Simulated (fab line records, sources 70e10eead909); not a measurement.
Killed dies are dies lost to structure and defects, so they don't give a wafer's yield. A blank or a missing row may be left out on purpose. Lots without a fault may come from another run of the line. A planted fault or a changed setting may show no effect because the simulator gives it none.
fab line records | flow nand_harc
record lots=11 wafers=33 last_day=34
route steps=1302 shown P_GATE@156 END@1302
lots that met no fault: from a run of the same line without faults
start_h: hours from the record's first day to the start of the lot's first wafer shown | wait_h: hours since the lot's step before | " the same as in the row above | L1.1+2: a row that stands for several wafers | - no value, or no start given | * or withheld: withheld | < > ~ a bound
route shown NAME@n: a module of which the file shows steps, and the number in the route of the first | usual: mean/standard deviation of fault-free wafers | same: alike in all rows | chamber/n: place in a boat | sites: the reading at each site | _std_site: their standard deviation | _edge_site: outer sites' mean less inner sites' | radius_mm: how far each site lies from the wafer's centre | mask NAME#n: copy n | behind: the tool/chamber that last shaped the wafer | hold: why the lot was held/for how many hours/how that ended | device: the transistor (n, p or np) that didn't switch | end of line: the same wafers' tests at the end of the route | a step without rows: its recipe alone | killed: dies lost to structure and defects at the first sort, not the wafer's yield | map: a wafer's dies, x killed, . not, _ none there
set.NAME: the setting as run; set.NAME@STEP: as run at that earlier step | model.NAME: the simulator's own value behind a step, which no gauge read
steps of the route over a sample of lots; a table a step, a row a wafer
services: from which hour (start_h, from the record's first day; less than 0 if before it) a tool's chamber was out of use, for how many hours, and why
## steps
# step NHARC_P_GATE_ETCHBACK_37
# recipe target_depth_a=345 time_s=17.2 chf3_flow_sccm=50 o2_flow_sccm=10 ar_flow_sccm=200 rf_w=500 bias_w=200 chemistry=CHF3/O2
# usual drypump_motor_current_A=5.8/0.41 oes_product_au=0.936/0.024 rf_vpp_V=369.7/1.6 showerhead_plenum_p_Torr=2.36/0.062 throttle_valve_pct=20.572/0.0083
# columns lot.wafer tool chamber start_h wait_h drypump_motor_current_A oes_product_au rf_hours_counter_h rf_vpp_V showerhead_plenum_p_Torr throttle_valve_pct
L787.4 rie_diel-02 1 - - 5.6 0.911 6 367.6 2.28 20.569
L787.1 " 3 " " 5.6 0.919 6 368.8 2.38 20.572
L787.2 " 0 " " 6.3 0.917 7 369.1 2.38 20.572
L792.4 rie_diel-02 1 - - 5.7 0.923 10 367.2 2.28 20.574
L792.1 " 2 " " 5.8 0.934 8 367.2 2.26 20.570
L792.5 " 3 " " 5.7 0.922 - 371.0 2.38 20.574
L796.4 rie_diel-06 0 - - 5.4 0.935 5 370.7 2.45 20.574
L796.1 " 2 " " 6.4 0.923 4 367.8 2.32 20.571
L796.5 " 1 " " 5.7 0.921 - 369.9 2.35 20.565
L799.3 rie_diel-02 2 - - 5.8 1.004 1 366.3 2.26 20.577
L799.1 " 0 " " 6.4 0.976 1 371.4 2.38 20.576
L799.6 " 2 " " 5.8 0.998 - 367.2 2.26 20.577
L800.1 rie_diel-02 0 - - 6.3 0.926 2 370.3 2.38 20.576
L800.3 " 1 " " 5.7 0.932 2 369.3 2.28 20.590
L800.6 " 0 " " 6.3 0.920 - 370.7 2.38 20.563
L801.1 rie_diel-06 0 - - 5.4 0.918 8 372.7 2.44 20.563
L801.4 " 1 " " 5.8 0.919 7 370.1 2.35 20.573
L801.6 " 3 " " 5.7 0.910 - 370.4 2.40 20.588
L802.3 rie_diel-02 3 - - 5.6 1.002 3 369.9 2.37 20.572
L802.4 " 0 " " 6.4 0.987 3 370.1 2.38 20.572
L802.6 " 3 " " 5.7 1.000 - 370.3 2.37 20.568
L803.1 rie_diel-02 2 - - 5.8 0.924 4 368.1 2.26 20.581
L803.3 " 3 " " 5.6 0.926 3 370.5 2.37 20.558
L803.4 " 0 " " 6.4 0.920 3 368.8 2.38 20.575
L804.3 rie_diel-11 1 - - 5.7 0.951 2 369.7 2.35 20.577
L804.6 " 0 " " 6.4 0.965 - 373.3 2.50 20.552
L804.5 " 1 " " 5.7 0.954 - 369.8 2.35 20.574
L806.4 rie_diel-02 0 - - 6.3 0.911 5 369.5 2.38 20.571
L806.2 " 3 " " 5.6 0.912 4 369.3 2.37 20.552
L806.6 " 0 " " 6.3 0.923 - 371.7 2.38 20.568
L807.5 rie_diel-06 3 - - 5.7 0.929 - 369.3 2.40 20.568
L807.6 " 0 " " 5.4 0.928 - 373.4 2.44 20.563
L807.4 " 2 " " 6.4 0.916 - 368.6 2.32 20.579
# step NHARC_P_GATE_STRIP_111
# recipe power_w=1500 temp_c=110 time_s=250 chemistry=N2/H2
# usual drypump_motor_current_A=5.8/0.55 heater_power_w=83/3.8
# columns lot.wafer tool chamber start_h wait_h drypump_motor_current_A heater_power_w rf_hours_counter_h
L787.1 plasma_asher-02 1 140.26 0.2 4.9 91 13
L787.2 " 0 " " 5.4 83 13
L787.4 " 0 " " 5.4 81 -
L792.1 plasma_asher-01 1 189.69 0.2 6.2 84 4
L792.4 " 0 " " 6.2 78 -
L792.5 " 1 " " 6.2 84 -
L796.1 plasma_asher-01 1 233.05 0.2 6.2 84 12
L796.4 " 0 " " 6.2 81 -
L796.5 " 0 " " 6.2 79 -
L799.1 plasma_asher-01 1 264.43 0.2 6.2 83 21
L799.3 " 0 " " 6.2 81 -
L799.6 " 1 " " 6.2 84 -
L800.1 plasma_asher-02 0 274.25 0.2 5.4 79 2
L800.3 " 0 " " 5.4 78 -
L800.6 " 1 " " 4.9 84 -
L801.1 plasma_asher-02 1 280.35 0.2 4.9 85 3
L801.4 " 0 " " 5.4 79 -
L801.6 " 0 " " 5.4 78 -
L802.4 plasma_asher-02 0 299.60 0.2 5.4 80 -
L802.3 " 1 " " 4.8 86 -
L802.6 " 0 " " 5.4 78 -
L803.1 plasma_asher-02 0 306.91 0.2 5.4 77 9
L803.3 " 1 " " 4.9 87 -
L803.4 " 0 " " 5.4 78 -
L804.3 plasma_asher-01 1 312.88 0.3 6.2 85 -
L804.6 " 0 " " 6.2 82 -
L804.5 " 1 " " 6.2 85 -
L806.2 plasma_asher-02 0 329.62 0.2 5.4 78 14
L806.4 " 0 " " 5.4 77 -
L806.6 " 0 " " 5.4 79 -
L807.4 plasma_asher-02 1 342.43 0.3 4.8 85 -
L807.6 " 1 " " 4.8 85 -
L807.5 " 0 " " 5.4 77 -
# step NHARC_P_GATE_EXPOSE_88
# recipe na=0.6 target_cd_nm=2000 dose_mj=11.87 mask_id=P_HVN
# usual reticle_temp_C=23.00/0.11
# columns lot.wafer tool chamber start_h wait_h mask reticle_temp_C
L787.1 krf_scanner-02 0 142.94 - P_HVN#0 22.78
L787.2 " 0 " " P_HVN#0 23.03
L787.4 " 0 " " P_HVN#0 22.98
L792.1 krf_scanner-02 0 192.48 - P_HVN_R1#0 23.03
L792.4 " 0 " " P_HVN_R1#0 22.94
L792.5 " 0 " " P_HVN_R1#0 23.00
L796.1 krf_scanner-01 0 235.83 - P_HVN#0 22.97
L796.4 " 0 " " P_HVN#0 22.86
L796.5 " 0 " " P_HVN#0 23.06
L799.1 krf_scanner-02 0 267.16 - P_HVN#0 22.97
L799.3 " 0 " " P_HVN#0 23.23
L799.6 " 0 " " P_HVN#0 22.97
L800.1 krf_scanner-02 0 276.92 - P_HVN#0 22.96
L800.3 " 0 " " P_HVN#0 23.08
L800.6 " 0 " " P_HVN#0 22.93
L801.1 krf_scanner-04 0 283.00 - P_HVN#0 22.92
L801.4 " 0 " " P_HVN#0 23.05
L801.6 " 0 " " P_HVN#0 23.03
L802.3 krf_scanner-04 0 302.17 - P_HVN#0 22.89
L802.4 " 0 " " P_HVN#0 22.97
L802.6 " 0 " " P_HVN#0 22.92
L803.1 krf_scanner-04 0 309.54 - P_HVN#0 22.91
L803.3 " 0 " " P_HVN#0 22.96
L803.4 " 0 " " P_HVN#0 23.05
L804.3 krf_scanner-04 0 315.28 - P_HVN#0 22.94
L804.5 " 0 " " P_HVN#0 22.92
L804.6 " 0 " " P_HVN#0 22.93
L806.2 krf_scanner-04 0 332.12 - P_HVN#0 23.02
L806.4 " 0 " " P_HVN#0 22.91
L806.6 " 0 " " P_HVN#0 23.22
L807.4 krf_scanner-04 0 344.95 - P_HVN#0 23.22
L807.5 " 0 " " P_HVN#0 23.27
L807.6 " 0 " " P_HVN#0 23.15
# step NHARC_P_GATE_CD_MEAS_91
# recipe target_cd_nm=2000 landing_energy_ev=500
# usual cd_nm=1999.4/1.6
# columns lot.wafer tool chamber start_h wait_h cd_nm
L787.1 cd_sem-03 0 143.09 - 2002.0
L787.2 " 0 " " 2000.5
L787.4 " 0 " " 1999.6
L792.1 cd_sem-03 0 192.63 - 1965.1
L792.4 " 0 " " 1966.7
L792.5 " 0 " " 1965.1
L796.1 cd_sem-01 0 235.98 - 1997.2
L796.4 " 0 " " 1998.1
L796.5 " 0 " " 1997.5
L799.1 cd_sem-02 0 267.32 - 1999.1
L799.3 " 0 " " 1999.0
L799.6 " 0 " " 1998.1
L800.1 cd_sem-02 0 277.08 - 1997.4
L800.3 " 0 " " 1996.2
L800.6 " 0 " " 1998.1
L801.1 cd_sem-02 0 283.16 - 2000.9
L801.4 " 0 " " 2001.5
L801.6 " 0 " " 2001.1
L802.3 cd_sem-03 0 302.32 - 2000.8
L802.4 " 0 " " 2001.2
L802.6 " 0 " " 2000.5
L803.1 cd_sem-01 0 309.69 - 1997.5
L803.3 " 0 " " 1996.8
L803.4 " 0 " " 1996.2
L804.3 cd_sem-02 0 315.43 - 2000.5
L804.5 " 0 " " 2001.0
L804.6 " 0 " " 1999.6
L806.2 cd_sem-03 0 332.28 - 2001.1
L806.4 " 0 " " 2000.9
L806.6 " 0 " " 2000.6
L807.4 cd_sem-01 0 345.10 - 2000.4
L807.5 " 0 " " 1999.8
L807.6 " 0 " " 2001.0
# step NHARC_P_GATE_DESCUM_93
# recipe time_s=3 o2_flow_sccm=200 ar_flow_sccm=0 bias_power_w=0 chemistry=O2
# usual drypump_motor_current_A=5.8/0.51 oes_product_au=0.998/0.008 rf_vpp_V=57.8/0.83 showerhead_plenum_p_Torr=1.90/0.061 throttle_valve_pct=11.311/0.0082
# columns lot.wafer tool chamber start_h wait_h drypump_motor_current_A oes_product_au rf_hours_counter_h rf_vpp_V showerhead_plenum_p_Torr throttle_valve_pct
L787.2 rie_diel-11 0 143.27 - 6.4 0.997 2.5 59.2 2.00 11.313
L787.4 " 1 " " 5.8 0.998 3.0 58.0 1.87 11.314
L787.1 " 2 " " 6.1 0.999 2.9 57.1 1.89 11.323
L792.1 rie_diel-02 0 192.80 - 6.3 0.989 10.2 56.8 1.90 11.311
L792.4 " 2 " " 5.8 0.984 8.4 57.2 1.80 11.313
L792.5 " 0 " " 6.3 0.988 - 59.5 1.90 11.306
L796.4 rie_diel-06 3 236.15 - 5.7 0.991 4.9 56.4 1.92 11.309
L796.1 " 0 " " 5.4 0.998 5.3 59.1 1.95 11.329
L796.5 " 3 " " 5.7 0.992 - 58.2 1.92 11.319
L799.1 rie_diel-11 0 267.50 - 6.4 1.017 0.2 57.3 2.00 11.308
L799.3 " 1 " " 5.7 0.999 0.1 57.4 1.87 11.287
L799.6 " 0 " " 6.4 1.003 - 58.1 2.00 11.310
L800.3 rie_diel-02 3 277.25 - 5.6 0.980 1.5 58.8 1.89 11.312
L800.1 " 0 " " 6.3 1.000 1.6 59.5 1.89 11.304
L800.6 " 2 " " 5.8 0.999 - 57.6 1.80 11.316
L801.1 rie_diel-11 3 283.35 - 4.7 1.003 1.5 57.2 1.94 11.316
L801.6 " 2 " " 6.1 0.998 - 57.2 1.89 11.307
L801.4 " 3 " " 4.7 0.999 - 57.6 1.94 11.318
L802.3 rie_diel-11 1 302.48 - 5.8 0.999 2.4 58.1 1.87 11.311
L802.4 " 3 " " 4.7 1.011 2.5 58.4 1.94 11.303
L802.6 " 0 " " 6.4 1.000 - 58.4 2.00 11.295
L803.4 rie_diel-02 2 309.85 - 5.8 1.004 3.8 57.5 1.80 11.310
L803.3 " 0 " " 6.3 0.996 3.4 57.9 1.89 11.302
L803.1 " 1 " " 5.6 1.004 4.2 56.9 1.81 11.313
L804.3 rie_diel-02 3 315.61 - 5.7 0.985 3.1 56.7 1.89 11.310
L804.6 " 1 " " 5.7 1.006 - 58.1 1.81 11.313
L804.5 " 2 " " 5.8 1.008 - 57.3 1.80 11.303
L806.4 rie_diel-02 2 332.43 - 5.8 1.003 4.5 58.1 1.79 11.304
L806.2 " 3 " " 5.6 0.986 4.3 58.0 1.89 11.297
L806.6 " 3 " " 5.7 0.989 - 56.8 1.89 11.299
L807.4 rie_diel-11 2 345.25 - 6.1 0.997 4.4 57.2 1.89 11.315
L807.5 " 2 " " 6.1 0.992 - 57.6 1.89 11.306
L807.6 " 3 " " 4.7 1.007 - 59.8 1.94 11.302
# step NHARC_END_SORT_01
# recipe temp_c=25
# usual killed_at_array=51/16 killed_at_other=0.6/0.88 killed_at_periphery=4.0/2.6 killed_dies=55/16 killed_open=3.5/1.9 killed_short=2.3/1.6
# same gross_dies=677
# columns lot.wafer tool chamber start_h wait_h killed_at_array killed_at_other killed_at_periphery killed_dies killed_open killed_short
L787.1 prober-02 0 577.63 2.5 74 0 5 79 5 0
L787.2 prober-02 0 578.42 2.8 56 0 3 59 6 0
L787.4 prober-02 0 580.00 3.4 79 1 4 84 2 1
L802.3 prober-01 0 765.05 3.1 54 1 3 58 3 0
L802.4 prober-01 0 765.86 3.4 56 0 2 58 5 0
L802.6 prober-01 0 767.49 4.1 66 2 3 71 3 5
# killed by level:class
L787.1 A_CHANNEL_HOLE_D1:chamber_film_flake=35 A_SLIT:chamber_film_flake=19 A_CHANNEL_HOLE_D2:chamber_film_flake=11 P_M0:geometric_particle:open=3 A_CONTACT:chamber_film_flake=3 A_WL_FILL:chamber_film_flake=2 A_BLC:chamber_film_flake=2 P_CONTACT:geometric_particle:open=1
L787.2 A_SLIT:chamber_film_flake=21 A_CHANNEL_HOLE_D1:chamber_film_flake=14 A_CHANNEL_HOLE_D2:chamber_film_flake=8 A_BLC:chamber_film_flake=3 A_CHANNEL_FILL_D2:geometric_particle:open=2 A_M0:geometric_particle:open=2 A_CONTACT:chamber_film_flake=2 A_CHANNEL_FILL_D1:geometric_particle:open=1
L787.4 A_CHANNEL_HOLE_D1:chamber_film_flake=34 A_SLIT:chamber_film_flake=19 A_CHANNEL_HOLE_D2:chamber_film_flake=10 A_CONTACT:chamber_film_flake=6 A_BLC:chamber_film_flake=5 P_BONDPAD:chamber_film_flake=2 A_WL_FILL:chamber_film_flake=2 P_M0:geometric_particle:short=1
L802.3 A_SLIT:chamber_film_flake=23 A_CHANNEL_HOLE_D1:chamber_film_flake=14 A_CHANNEL_HOLE_D2:chamber_film_flake=13 P_CONTACT:chamber_film_flake=2 A_CHANNEL_FILL_D1:geometric_particle:open=1 A_M1:geometric_particle:open=1 STARTING-WAFER:geometric_particle:open=1 P_GATE:chamber_film_flake=1
L802.4 A_SLIT:chamber_film_flake=19 A_CHANNEL_HOLE_D2:chamber_film_flake=16 A_CHANNEL_HOLE_D1:chamber_film_flake=13 A_ONON_D1:geometric_particle:open=2 A_STAIRCASE:chamber_film_flake=2 P_CONTACT:geometric_particle:open=1 P_M0:geometric_particle:open=1 A_M0:geometric_particle:open=1
L802.6 A_SLIT:chamber_film_flake=23 A_CHANNEL_HOLE_D2:chamber_film_flake=18 A_CHANNEL_HOLE_D1:chamber_film_flake=11 A_STAIRCASE:chamber_film_flake=5 STARTING-WAFER:geometric_particle:short=2 P_M0:geometric_particle:short=1 P_M1:geometric_particle:open=1 A_CHANNEL_FILL_D1:geometric_particle:open=1
## services
# columns tool chamber start_h hours kind
rie_diel-06 - 130.20 9.0 pm
rie_diel-11 3 133.06 6.5 repair
rie_diel-11 - 133.25 0.5 repair
krf_scanner-04 - 148.73 0.5 repair
rie_diel-02 3 152.18 4.7 repair
krf_scanner-02 - 153.03 3.6 repair
plasma_asher-01 - 165.20 9.0 pm
krf_scanner-02 - 170.47 3.3 repair
rie_diel-02 - 180.23 0.7 repair
krf_scanner-04 - 182.00 4.0 pm
rie_diel-02 3 195.65 4.1 repair
rie_diel-02 - 216.70 9.0 pm
krf_scanner-04 - 233.75 0.2 repair
plasma_asher-02 - 235.95 1.5 repair
rie_diel-06 0 238.17 2.2 repair
plasma_asher-02 - 249.00 9.0 pm
rie_diel-11 - 255.50 9.0 pm
rie_diel-11 2 266.03 1.5 repair
krf_scanner-02 - 268.67 4.0 pm
rie_diel-11 0 271.26 15.6 repair
rie_diel-06 - 280.95 0.7 repair
rie_diel-11 2 303.84 4.4 repair
rie_diel-02 - 317.65 0.4 repair
krf_scanner-04 - 322.16 0.5 repair
## key
first_sign step=NHARC_P_GATE_EXPOSE_88 reading=mask direction=changed
effect step=NHARC_P_GATE_CD_MEAS_91 reading=cd_nm direction=down sigmas=21 usual=1999.4 struck=1965.6
met_at NHARC_P_GATE_EXPOSE_88
struck_lots L792
tester_left_out L792
not_acting_at NHARC_P_GATE_ETCHBACK_37,NHARC_P_GATE_STRIP_111,NHARC_P_GATE_DESCUM_93
onset_between 142.94 192.48
fault kind=wrong_mask tool=any chamber=- onset_h=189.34 steps=NHARC_P_GATE_EXPOSE_88 aux_copy=P_HVN_R1#0 cd_offset_nm=-37.307 scope=struck_lots_only
# tester_left_out: of these lots the tester's yield and bins aren't shown, on N5 and GAA mostly nor the transistor test; their killed dies are dies lost to structure and defects alone, not to doping, threshold or leakage, so they don't give the yield
